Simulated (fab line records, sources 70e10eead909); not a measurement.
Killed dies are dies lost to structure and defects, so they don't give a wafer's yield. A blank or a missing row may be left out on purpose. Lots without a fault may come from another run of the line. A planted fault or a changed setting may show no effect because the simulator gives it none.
Chamber matching | flow nand_harc | NHARC_P_M2_DESCUM_14 on rie_diel-05: 4 sister chambers
The step chemistry O2, time 3 s. 16 wafers are shown with their chamber, then 8 later ones without.

WAFERS WITH THEIR CHAMBER
wafer  | chamber | showerhead_plenum_p_Torr (Torr) | drypump_motor_current_A (A) | throttle_valve_pct (%)
L074.1 | 1       | 1.97                            | 6.2                         | 11.298
L074.4 | 0       | 1.96                            | 5.4                         | 11.306
L074.6 | 0       | 1.96                            | 5.4                         | 11.322
L082.1 | 2       | 1.79                            | 6.2                         | 11.303
L082.2 | 3       | 1.96                            | 6.0                         | 11.300
L082.5 | 2       | 1.79                            | 6.2                         | 11.321
L087.1 | 2       | 1.79                            | 6.2                         | 11.302
L087.4 | 3       | 1.96                            | 6.0                         | 11.308
L087.6 | 2       | 1.79                            | 6.2                         | 11.312
L088.1 | 2       | 1.79                            | 6.2                         | 11.307
L088.2 | 0       | 1.96                            | 5.4                         | 11.321
L088.5 | 0       | 1.96                            | 5.4                         | 11.326
L090.2 | 3       | 1.96                            | 6.1                         | 11.318
L090.3 | 1       | 1.96                            | 6.1                         | 11.304
L090.6 | 3       | 1.96                            | 6.0                         | 11.319
L092.4 | 0       | 1.96                            | 5.4                         | 11.312

SIGNATURES (means of the wafers above)
reading                  | chamber 0 | chamber 1 | chamber 2 | chamber 3 | scatter within a chamber
showerhead_plenum_p_Torr | 1.9600    | 1.9650    | 1.7900    | 1.9600    | 0.00204
drypump_motor_current_A  | 5.400     | 6.150     | 6.200     | 6.025     | 0.0323
throttle_valve_pct       | 11.31740  | 11.30100  | 11.30900  | 11.31125  | 0.00801
Rule: a wafer's distance from a chamber is the root of the sum, over the readings, of the square of ((its reading less the chamber's mean) divided by the reading's scatter). The wafer belongs to the nearest chamber; if the next one is less than 2 further off, it can't be placed. The scatter: the root of (the sum of the squares of (reading less its chamber's mean) over the shown wafers, divided by (wafers less chambers)).

WAFERS WITHOUT THEIR CHAMBER
wafer  | showerhead_plenum_p_Torr (Torr) | drypump_motor_current_A (A) | throttle_valve_pct (%)
L092.5 | 1.96                            | 6.0                         | 11.307
L092.6 | 1.96                            | 5.4                         | 11.314
L093.2 | 1.79                            | 6.2                         | 11.297
L093.3 | 1.96                            | 6.2                         | 11.328
L093.6 | 1.79                            | 6.1                         | 11.296
L096.2 | 1.96                            | 5.4                         | 11.311
L096.3 | 1.79                            | 6.2                         | 11.313
L096.4 | 1.79                            | 6.2                         | 11.301

WHICH CHAMBER EACH WENT THROUGH
wafer  | from the rows above     | in truth
L092.5 | 3                       | 3
L092.6 | 0                       | 0
L093.2 | 2                       | 2
L093.3 | can't be placed: 1 or 3 | 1
L093.6 | 2                       | 2
L096.2 | 0                       | 0
L096.3 | 2                       | 2
L096.4 | 2                       | 2
Placed correctly: 7 of 8. Can't be placed from these rows: 1 (the true chamber is among the candidates in 1). Placed wrongly: 0.
